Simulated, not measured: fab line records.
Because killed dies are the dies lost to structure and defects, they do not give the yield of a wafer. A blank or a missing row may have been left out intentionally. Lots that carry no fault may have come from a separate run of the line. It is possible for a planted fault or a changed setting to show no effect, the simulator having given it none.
Chamber matching ; flow n5 finfet ; rie diel-05 running N5_FIN_SAQP_ETCH_67: 4 sister chambers
The step etches SiNx in CH3F/O2, target depth 30 nm. 18 wafers are shown with their chamber, then 8 later ones without.

EACH WAFER AND ITS CHAMBER
wafer;chamber;showerhead plenum p Torr (Torr);drypump motor current A (A);rf vpp V (V)
L076.2;1;2.08;5.1;309
L076.5;1;2.08;5.2;310
L076.6;2;1.88;5.2;290
L078.1;0;1.93;6.4;293
L078.3;3;2.06;5.6;300
L078.6;1;2.08;5.1;308
L079.3;3;2.06;5.5;298
L079.4;2;1.87;5.2;292
L079.6;2;1.87;5.2;291
L080.4;3;2.06;5.6;299
L080.5;3;2.06;5.5;301
L088.1;3;2.05;5.5;299
L088.4;3;2.05;5.5;300
L088.6;1;2.07;5.1;309
L089.1;0;1.92;6.5;294
L089.2;3;2.05;5.5;299
L089.3;1;2.07;5.1;309
L090.3;0;1.92;6.5;293

SIGNATURES (averages over the wafers above)
reading;chamber 0;chamber 1;chamber 2;chamber 3;scatter within a chamber
showerhead plenum p Torr;1.9233;2.0760;1.8733;2.0557;0.00551
drypump motor current A;6.467;5.120;5.200;5.529;0.0455
rf vpp V;293.33;309.00;291.00;299.43;0.861
Rule: a wafer lies at a distance from a chamber equal to the root of the sum of squares, over the readings, of (its reading less the chamber's mean, divided by the reading's scatter). The wafer belongs to the nearest chamber; if the next one is less than 2 further off, it can't be placed. The scatter: take each reading less its chamber's mean, square it, sum over the shown wafers, divide by the number of wafers less the number of chambers, and take the root.

WAFERS WHOSE CHAMBER IS MISSING
wafer;showerhead plenum p Torr (Torr);drypump motor current A (A);rf vpp V (V)
L090.4;1.92;6.4;292
L090.6;2.05;5.5;299
L092.4;2.05;5.6;298
L092.5;2.05;5.6;300
L092.6;1.92;6.5;296
L097.1;2.07;5.1;308
L097.2;2.12;5.2;296
L097.3;1.92;6.4;294

EACH ONE'S CHAMBER
wafer;from the rows above;in truth
L090.4;0;0
L090.6;3;3
L092.4;3;3
L092.5;3;3
L092.6;0;0
L097.1;1;1
L097.2;3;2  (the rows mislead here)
L097.3;0;0
Correct placement for 7 of the 8. Number that these rows cannot place: 0. Placed wrongly: 1.
